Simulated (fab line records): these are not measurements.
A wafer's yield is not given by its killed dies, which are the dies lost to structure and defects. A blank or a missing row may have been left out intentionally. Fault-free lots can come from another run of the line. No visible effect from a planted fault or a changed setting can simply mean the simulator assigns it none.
Chamber matching    flow nand-harc    NHARC_A_ZERO_WELL_ETCH_19 on rie-diel-07: 4 sister chambers
The step etches the open film in N2/H2, target depth 80 nm, overetch 24 nm, time 87.88 s. 4 wafers are shown with their chamber, then 12 later ones without.

== WAFERS WITH THEIR CHAMBER ==
wafer   chamber  drypump-motor-current-A (A)
L324.1  3        5.46
L325.1  0        5.36
L325.5  1        5.14
L325.6  2        5.31

== WAFERS WHOSE CHAMBER IS MISSING ==
wafer   drypump-motor-current-A (A)
L326.1  5.14
L326.3  5.33
L326.6  5.33
L329.2  5.34
L329.3  5.35
L329.4  5.13
L334.2  5.34
L334.3  5.35
L334.5  5.33
L335.1  5.47
L335.2  5.35
L335.3  5.33

== WHICH CHAMBER EACH ONE RAN IN ==
wafer   from the rows above      in truth
L326.1  1                        1
L326.3  can't be placed: 2 or 0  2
L326.6  can't be placed: 2 or 0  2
L329.2  can't be placed: 0 or 2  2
L329.3  can't be placed: 0 or 2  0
L329.4  1                        1
L334.2  can't be placed: 0 or 2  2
L334.3  can't be placed: 0 or 2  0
L334.5  can't be placed: 2 or 0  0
L335.1  3                        3
L335.2  can't be placed: 0 or 2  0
L335.3  can't be placed: 2 or 0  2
3 of 12 placed correctly. These rows do not allow placing 9 (true chamber among the candidates in 9). Number placed wrongly: 0.
How it was worked out, from the rows above alone: a wafer's distance from a chamber is the root of the sum, over the readings, of the square of ((its reading less the chamber's mean) divided by the reading's scatter). The wafer belongs to the nearest chamber; if the next one is less than 2 further off, it can't be placed. Each chamber's mean is taken over the wafers shown for it. The scatter: with one shown wafer a chamber, the root of the mean of the squares of how far each hidden wafer lies from its nearest shown one.
